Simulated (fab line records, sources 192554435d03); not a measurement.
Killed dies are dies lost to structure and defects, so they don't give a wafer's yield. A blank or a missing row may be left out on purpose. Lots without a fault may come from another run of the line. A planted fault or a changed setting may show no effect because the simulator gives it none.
fab line records | flow n5_finfet
record lots=7 wafers=39
route steps=1938 shown BEOL_M12@1602 BEOL_M14@1770 TV_OPEN@1887
start_h: hours from the record's first day to the start of the lot's first wafer shown | wait_h: hours since the lot's step before | " the same as in the row above | L1.1+2: a row that stands for several wafers | - no value, or no start given | * or withheld: withheld | < > ~ a bound
route shown NAME@n: a module of which the file shows steps, and the number in the route of the first | usual: mean/standard deviation of fault-free wafers | same: alike in all rows | chamber/n: place in a boat | sites: the reading at each site | _std_site: their standard deviation | _edge_site: outer sites' mean less inner sites' | radius_mm: how far each site lies from the wafer's centre | mask NAME#n: copy n | behind: the tool/chamber that last shaped the wafer | hold: why the lot was held/for how many hours/how that ended | device: the transistor (n, p or np) that didn't switch | end of line: the same wafers' tests at the end of the route | a step without rows: its recipe alone | killed: dies lost to structure and defects at the first sort, not the wafer's yield | map: a wafer's dies, x killed, . not, _ none there
set.NAME: the setting as run; set.NAME@STEP: as run at that earlier step | model.NAME: the simulator's own value behind a step, which no gauge read
lots whose settings were changed on purpose; a table a step, a row a wafer
## steps
# step N5_BEOL_M12_ILD_DEP_00
# recipe material=SiOC target_thk_a=6589.2 temp_c=350 precursor=DEMS/O2 pressure_torr=5 rf_w=500 time_s=130.7
# columns lot.wafer tool chamber start_h wait_h set.time_s model.SiOC_of_BEOL_M12_ILD_DEP_00.thk_nm
L074.1 pecvd-01 0 226.66 0.0 167.5 846.4
L074.2 " 2 " " 167.5 848.6
L074.3 " 1 " " 167.5 841.6
L074.4 " 2 " " 130.7 673.8
L074.5 " 0 " " 130.7 671.2
L074.6 " 1 " " 130.7 672.4
L082.1 pecvd-01 0 276.73 0.0 130.7 654
L082.2 " 2 " " 130.7 651.2
L082.4 " 1 " " 130.7 656.4
L085.1 pecvd-03 2 291.48 0.0 130.7 655.4
L085.2 " 0 " " 130.7 663
L085.3 " 1 " " 130.7 661.8
L085.4 " 2 " " 130.7 669.6
L085.5 " 0 " " 130.7 665.8
L085.6 " 1 " " 130.7 671.8
L090.1 pecvd-02 1 327.05 0.0 130.7 654.6
L090.2 " 0 " " 69.63 345.8
L090.3 " 2 " " 69.63 354.4
L090.4 " 2 " " 69.63 360.8
L090.5 " 1 " " 130.7 670.2
L090.6 " 0 " " 130.7 664.6
L091.1 pecvd-02 1 334.81 0.0 73.5 371.4
L091.2 " 0 " " 73.5 370.4
L091.3 " 2 " " 73.5 374.2
L091.4 " 1 " " 130.7 669
L091.5 " 0 " " 130.7 654.4
L091.6 " 2 " " 130.7 674.4
L095.1 pecvd-02 0 376.82 0.0 130.7 654.2
L095.2 " 2 " " 130.7 649.4
L095.3 " 1 " " 85.21 423
L095.4 " 1 " " 130.7 656.8
L095.5 " 0 " " 85.21 429.2
L095.6 " 2 " " 85.21 429.4
L097.1 pecvd-01 0 382.72 0.0 130.7 652.8
L097.2 " 1 " " 105.3 522.6
L097.3 " 2 " " 130.7 656
L097.4 " 2 " " 105.3 533
L097.5 " 0 " " 105.3 538.8
L097.6 " 1 " " 130.7 671.4
# step N5_BEOL_M12_THK_MEAS_01
# recipe reads=SiOC_of_BEOL_M12_ILD_DEP_00
# usual M12_ILD_THK=659/8.2
# columns lot.wafer tool chamber start_h wait_h set.time_s@BEOL_M12_ILD_DEP_00 M12_ILD_THK[nm]
L074.1 film_metro-01 - 226.79 0.1 167.5 846
L074.2 " - " " 167.5 849
L074.3 " - " " 167.5 842
L074.4 " - " " 130.7 674
L074.5 " - " " 130.7 671
L074.6 " - " " 130.7 673
L082.1 film_metro-02 - 276.86 0.1 130.7 654
L082.2 " - " " 130.7 651
L082.4 " - " " 130.7 657
L085.1 film_metro-02 - 291.61 0.1 130.7 656
L085.2 " - " " 130.7 663
L085.3 " - " " 130.7 662
L085.4 " - " " 130.7 669
L085.5 " - " " 130.7 666
L085.6 " - " " 130.7 671
L090.1 film_metro-01 - 327.18 0.1 130.7 655
L090.2 " - " " 69.63 346
L090.3 " - " " 69.63 354
L090.4 " - " " 69.63 361
L090.5 " - " " 130.7 670
L090.6 " - " " 130.7 664
L091.1 film_metro-01 - 334.94 0.1 73.5 371
L091.2 " - " " 73.5 371
L091.3 " - " " 73.5 374
L091.4 " - " " 130.7 669
L091.5 " - " " 130.7 654
L091.6 " - " " 130.7 675
L095.1 film_metro-01 - 376.95 0.1 130.7 654
L095.2 " - " " 130.7 649
L095.3 " - " " 85.21 423
L095.4 " - " " 130.7 657
L095.5 " - " " 85.21 429
L095.6 " - " " 85.21 430
L097.1 film_metro-02 - 382.87 0.1 130.7 653
L097.2 " - " " 105.3 522
L097.3 " - " " 130.7 656
L097.4 " - " " 105.3 533
L097.5 " - " " 105.3 538
L097.6 " - " " 130.7 671
# step N5_BEOL_M12_COAT_58
# recipe resist=BARC temp_c=205 time_s=60 spin_rpm=1500 resist_thk_nm=89
# step N5_BEOL_M12_COAT_04
# recipe spin_rpm=1625 resist_thk_nm=400
# step N5_BEOL_M12_DESCUM_15
# recipe chemistry=O2 time_s=7.9 source_power_w=50 bias_power_w=20 pressure_mtorr=20 rf_frequency_hz=2.712e+07 temp_c=40 o2_flow_sccm=225
# step N5_BEOL_M12_ETCH_59
# recipe chemistry=N2/H2 target=BARC target_depth_a=890 overetch_a=267 time_s=67.9 ion_energy_ev=200 pressure_mtorr=30 source_w=840 bias_w=150 n2_flow_sccm=200 h2_flow_sccm=200
# step N5_BEOL_M12_VIA_ETCH_16
# recipe chemistry=C4F8/O2/Ar target=SiOC pressure_mtorr=30 source_w=3000 bias_w=700 Ar_flow_sccm=400 C4F8_flow_sccm=15 O2_flow_sccm=8 he_inner_torr=15 he_outer_torr=30 target_depth_a=7248 time_s=withheld ion_energy_ev=250 ends=cleared
# columns lot.wafer tool chamber start_h wait_h set.time_s@BEOL_M12_ILD_DEP_00 model.etch.depth_nm model.coat_of_BEOL_M12_COAT_04.thk_nm
L074.1 rie_diel-04 2 227.26 0.0 * 846.4 66
L074.2 " 1 " " * 848.6 65.4
L074.3 " 3 " " * 841.6 67
L074.4 " 0 " " * 673.7 117.6
L074.5 " 1 " " * 671.1 117.4
L074.6 " 2 " " * 672.4 116.8
L082.1 rie_diel-03 0 277.34 0.0 * 654 122.4
L082.2 " 3 " " * 651.2 124.2
L082.4 " 0 " " * 656.4 122.6
L085.1 rie_diel-03 2 292.23 0.0 * 655.4 125.8
L085.2 " 0 " " * 663 123.2
L085.3 " 3 " " * 661.9 123.4
L085.4 " 1 " " * 669.6 120
L085.5 " 3 " " * 665.8 120.8
L085.6 " 2 " " * 671.8 119.6
L090.1 rie_diel-03 2 327.78 0.0 * 654.6 126.8
L090.2 " 3 " " * 345.8 215.4
L090.3 " 0 " " * 354.5 214.4
L090.4 " 1 " " * 360.8 213.4
L090.5 " 1 " " * 670.3 120.8
L090.6 " 2 " " * 664.5 123.4
L091.1 rie_diel-06 0 335.42 0.0 * 371.5 209
L091.2 " 1 " " * 370.5 206.6
L091.3 " 2 " " * 374.3 206.8
L091.4 " 3 " " * 668.9 116.6
L091.5 " 3 " " * 654.5 122.6
L091.6 " 0 " " * 674.5 117.8
L095.1 rie_diel-04 2 377.43 0.0 * 654.1 121.2
L095.2 " 3 " " * 649.4 124.4
L095.3 " 0 " " * 423 190
L095.4 " 2 " " * 656.8 121.8
L095.5 " 3 " " * 429.2 188
L095.6 " 0 " " * 429.4 186.2
L097.1 rie_diel-06 2 383.80 0.0 * 652.9 124.8
L097.2 " 3 " " * 522.6 161.6
L097.3 " 1 " " * 656 122
L097.4 " 1 " " * 533 160.4
L097.5 " 3 " " * 538.7 156.6
L097.6 " 2 " " * 671.4 120.2
# step N5_BEOL_M12_STRIP_63
# recipe chemistry=N2/H2 power_w=1000 temp_c=250 h2_frac=0.65 overash_fraction=0.3 pressure_mtorr=1000 n2_flow_sccm=1750 h2_flow_sccm=3250
# usual oes_product_au=0.693/0.0045 strip_time_to_endpoint_s=42.5/0.74
# columns lot.wafer tool chamber start_h wait_h set.time_s@BEOL_M12_ILD_DEP_00 oes_product_au strip_time_to_endpoint_s
L074.1 plasma_asher-02 1 227.46 - 167.5 0.671 26.5
L074.2 " 0 " " 167.5 0.678 26.3
L074.3 " 1 " " 167.5 0.675 26.8
L074.4 " 0 " " 130.7 0.693 41.0
L074.5 " 1 " " 130.7 0.681 40.9
L074.6 " 0 " " 130.7 0.696 40.8
L082.1 plasma_asher-01 0 277.54 - 130.7 0.692 42.4
L082.2 " 1 " " 130.7 0.695 42.8
L082.4 " 0 " " 130.7 0.693 42.4
L085.1 plasma_asher-01 1 292.43 - 130.7 0.692 43.3
L085.2 " 0 " " 130.7 0.694 42.5
L085.3 " 0 " " 130.7 0.695 42.6
L085.4 " 1 " " 130.7 0.689 41.7
L085.5 " 0 " " 130.7 0.692 41.9
L085.6 " 1 " " 130.7 0.695 41.5
L090.1 plasma_asher-01 1 327.98 - 130.7 0.698 43.5
L090.2 " 0 " " 69.63 0.822 66.6
L090.3 " 1 " " 69.63 0.819 66.3
L090.4 " 0 " " 69.63 0.809 66.1
L090.5 " 0 " " 130.7 0.689 41.9
L090.6 " 1 " " 130.7 0.691 42.6
L091.1 plasma_asher-02 1 335.62 - 73.5 0.810 64.9
L091.2 " 0 " " 73.5 0.802 64.3
L091.3 " 0 " " 73.5 0.795 64.4
L091.4 " 1 " " 130.7 0.694 40.8
L091.5 " 1 " " 130.7 0.692 42.4
L091.6 " 0 " " 130.7 0.694 41.1
L095.1 plasma_asher-02 1 377.63 - 130.7 0.691 42.0
L095.2 " 0 " " 130.7 0.702 42.9
L095.3 " 0 " " 85.21 0.752 60.1
L095.4 " 1 " " 130.7 0.692 42.1
L095.5 " 1 " " 85.21 0.743 59.5
L095.6 " 0 " " 85.21 0.742 59.1
L097.1 plasma_asher-02 1 384.00 - 130.7 0.684 43.0
L097.2 " 0 " " 105.3 0.698 52.7
L097.3 " 1 " " 130.7 0.694 42.2
L097.4 " 0 " " 105.3 0.707 52.4
L097.5 " 0 " " 105.3 0.703 51.4
L097.6 " 1 " " 130.7 0.695 41.7
# step N5_BEOL_M14_DEP_53
# recipe material=SiCN target_thk_a=500 temp_c=withheld precursor=3MS/NH3 pressure_torr=3 rf_w=675 time_s=17.8
# columns lot.wafer tool chamber start_h wait_h set.target_thk_a model.SiCN_of_BEOL_M14_DEP_53.thk_nm
L074.1 pecvd-04 1 246.08 0.0 500 48.4
L074.2 " 2 " " 500 48.6
L074.3+6 " 0,2 " " 500 49.8
L074.4 " 0 " " 500 49.4
L074.5 " 1 " " 500 49.2
L082.1 pecvd-01 2 289.74 0.0 500 49.4
L082.2 " 0 " " 500 49.6
L082.4 " 1 " " 500 50.2
L085.1 pecvd-02 0 311.98 0.0 500 49.8
L085.2 " 1 " " 500 49
L085.3 " 2 " " 600.7 59.6
L085.4 " 2 " " 600.7 60.2
L085.5 " 1 " " 600.7 60.6
L085.6 " 0 " " 500 50.2
L090.1 pecvd-01 1 347.07 0.1 500 48.8
L090.2 " 1 " " 500 50.2
L090.3+4 " 1 " " 412.9 41.6
L090.5 " 1 " " 500 50
L090.6 " 1 " " 412.9 41.8
L091.1 pecvd-01 1 347.86 0.1 406.1 40.2
L091.2 " 1 " " 500 50.2
L091.3 " 1 " " 500 50
L091.4 " 1 " " 406.1 40.8
L091.5 " 1 " " 500 50.4
L091.6 " 1 " " 406.1 41.2
L095.1+2 pecvd-01 2,0 401.16 0.0 500 49.8
L095.3 " 0 " " 500 50.4
L095.4 " 2 " " 500 50
L095.5+6 " 2,0 " " 500 50.8
L097.1 pecvd-04 1 409.69 0.0 500 50.2
L097.2 " 0 " " 660.9 65.6
L097.3 " 2 " " 500 49.8
L097.4 " 0 " " 500 51
L097.5+6 " 1,2 " " 660.9 66.8
# step N5_PASSIVATION_PASS_ETCH_74
# recipe chemistry=CF4/O2 target=SiNx target_depth_a=2200 time_s=110 ion_energy_ev=100 pressure_mtorr=40 source_w=535 bias_w=49 Ar_flow_sccm=100 cf4_flow_sccm=100 O2_flow_sccm=10
# columns lot.wafer tool chamber start_h wait_h set.target_depth_a model.etch.depth_nm model.TV_OPEN.cd_offset_nm
L074.1 rie_diel-01 3 261.03 0.0 2200 219.5 0
L074.2 " 1 " " 3444 349.4 -6.2
L074.3 " 0 " " 2200 222.3 -0.4
L074.4 " 2 " " 3444 343.2 -5.2
L074.5 " 1 " " 3444 351 -6
L074.6 " 2 " " 2200 220.1 0.2
L082.1 rie_diel-02 2 304.76 0.0 2200 224.5 -0.4
L082.2 " 1 " " 2200 218.5 0.4
L082.4 " 3 " " 2200 216.3 0
L085.1 rie_diel-05 1 335.04 0.0 2200 222.9 0
L085.2 " 3 " " 2200 224.1 0.2
L085.3 " 2 " " 3243 326.8 -4.4
L085.4 " 0 " " 2200 226.4 -0.6
L085.5 " 2 " " 3243 326.4 -4.6
L085.6 " 1 " " 3243 325.6 -4.6
L091.1 rie_diel-02 0 364.04 0.0 2200 223.5 -0.2
L091.2 " 3 " " 2200 219.6 -0.2
L091.3 " 1 " " 2918 299.2 -3.4
L091.4 " 3 " " 2200 219.3 -0.2
L091.5 " 1 " " 2918 299 -3.2
L091.6 " 0 " " 2918 295.4 -3.4
L090.1 rie_diel-05 0 364.59 0.0 2200 224.6 -0.8
L090.2 " 1 " " 1500 148.7 2.8
L090.3 " 2 " " 1500 148.3 3.2
L090.4 " 3 " " 2200 220.1 0
L090.5 " 3 " " 2200 220.8 0.2
L090.6 " 0 " " 1500 153.6 2.6
L095.1 rie_diel-05 0 415.35 0.0 2200 227 -0.4
L095.2 " 2 " " 2200 218.7 0.2
L095.3 " 3 " " 2200 220.2 0.2
L095.4 " 1 " " 1716 171.8 2.4
L095.5 " 2 " " 1716 171 2.2
L095.6 " 1 " " 1716 171.3 2
L097.1 rie_diel-05 0 424.67 0.0 2200 226.3 -0.4
L097.2 " 3 " " 1608 163.1 2.8
L097.3 " 1 " " 1608 160.5 2.4
L097.4 " 2 " " 2200 218 -0.2
L097.5 " 0 " " 2200 224.2 -0.2
L097.6 " 1 " " 1608 161.2 2.6
# step N5_PASSIVATION_VIA_ETCH_13
# recipe chemistry=CHF3/O2 target=SiO2 target_depth_a=6600 CHF3_flow_sccm=50 O2_flow_sccm=5 Ar_flow_sccm=200 time_s=330 mask_material=PR pressure_mtorr=30 source_w=650 bias_w=170 ion_energy_ev=200 ends=cleared
# columns lot.wafer tool chamber start_h wait_h set.target_depth_a@PASSIVATION_PASS_ETCH_74 model.TV_OPEN.cd_offset_nm
L074.1 rie_diel-01 3 261.12 0.0 2200 2.2
L074.2 " 1 " " 3444 -4.6
L074.3 " 0 " " 2200 1.6
L074.4 " 2 " " 3444 -3.4
L074.5 " 1 " " 3444 -4.2
L074.6 " 2 " " 2200 2.4
L082.1 rie_diel-02 2 304.85 0.0 2200 1.4
L082.2 " 1 " " 2200 2.2
L082.4 " 3 " " 2200 2
L085.1 rie_diel-05 1 335.13 0.0 2200 1.8
L085.2 " 3 " " 2200 1.6
L085.3 " 2 " " 3243 -2.8
L085.4 " 0 " " 2200 1.2
L085.5+6 " 2,1 " " 3243 -3.2
L091.1 rie_diel-02 0 364.14 0.0 2200 1.6
L091.2+4 " 3 " " 2200 2
L091.3+5 " 1 " " 2918 -1.6
L091.6 " 0 " " 2918 -1.4
L090.1 rie_diel-05 0 364.68 0.0 2200 0.6
L090.2+3+6 " 1,2,0 " " 1500 4.2
L090.4 " 3 " " 2200 1.2
L090.5 " 3 " " 2200 1.4
L095.1 rie_diel-05 0 415.44 0.0 2200 1
L095.2 " 2 " " 2200 2
L095.3 " 3 " " 2200 1.8
L095.4+6 " 1 " " 1716 3.8
L095.5 " 2 " " 1716 3.6
L097.1 rie_diel-05 0 424.76 0.0 2200 1
L097.2 " 3 " " 1608 4.8
L097.3 " 1 " " 1608 4.2
L097.4 " 2 " " 2200 1.6
L097.5 " 0 " " 2200 1.4
L097.6 " 1 " " 1608 4
## key
split step=N5_BEOL_M12_ILD_DEP_00 setting=time_s stated=130.7 by=wafer
response step=N5_BEOL_M12_ILD_DEP_00 reading=model.SiOC_of_BEOL_M12_ILD_DEP_00.thk_nm change=+6.57 per=1% r=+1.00
response step=N5_BEOL_M12_THK_MEAS_01 reading=M12_ILD_THK change=+6.56 per=1% r=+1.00
response step=N5_BEOL_M12_VIA_ETCH_16 reading=model.etch.depth_nm change=+6.57 per=1% r=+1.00
response step=N5_BEOL_M12_VIA_ETCH_16 reading=model.coat_of_BEOL_M12_COAT_04.thk_nm change=-1.94 per=1% r=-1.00
response step=N5_BEOL_M12_STRIP_63 reading=oes_product_au change=-0.002 per=1% r=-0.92
response step=N5_BEOL_M12_STRIP_63 reading=strip_time_to_endpoint_s change=* per=1% r=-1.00
split step=N5_BEOL_M14_DEP_53 setting=target_thk_a stated=500 by=wafer
response step=N5_BEOL_M14_DEP_53 reading=model.SiCN_of_BEOL_M14_DEP_53.thk_nm change=+0.498 per=1% r=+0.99
split step=N5_PASSIVATION_PASS_ETCH_74 setting=target_depth_a stated=2200 by=wafer
response step=N5_PASSIVATION_PASS_ETCH_74 reading=model.etch.depth_nm change=+2.24 per=1% r=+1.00
response step=N5_PASSIVATION_PASS_ETCH_74 reading=model.TV_OPEN.cd_offset_nm change=-0.0983 per=1% r=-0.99
response step=N5_PASSIVATION_VIA_ETCH_13 reading=model.TV_OPEN.cd_offset_nm change=-0.103 per=1% r=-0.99
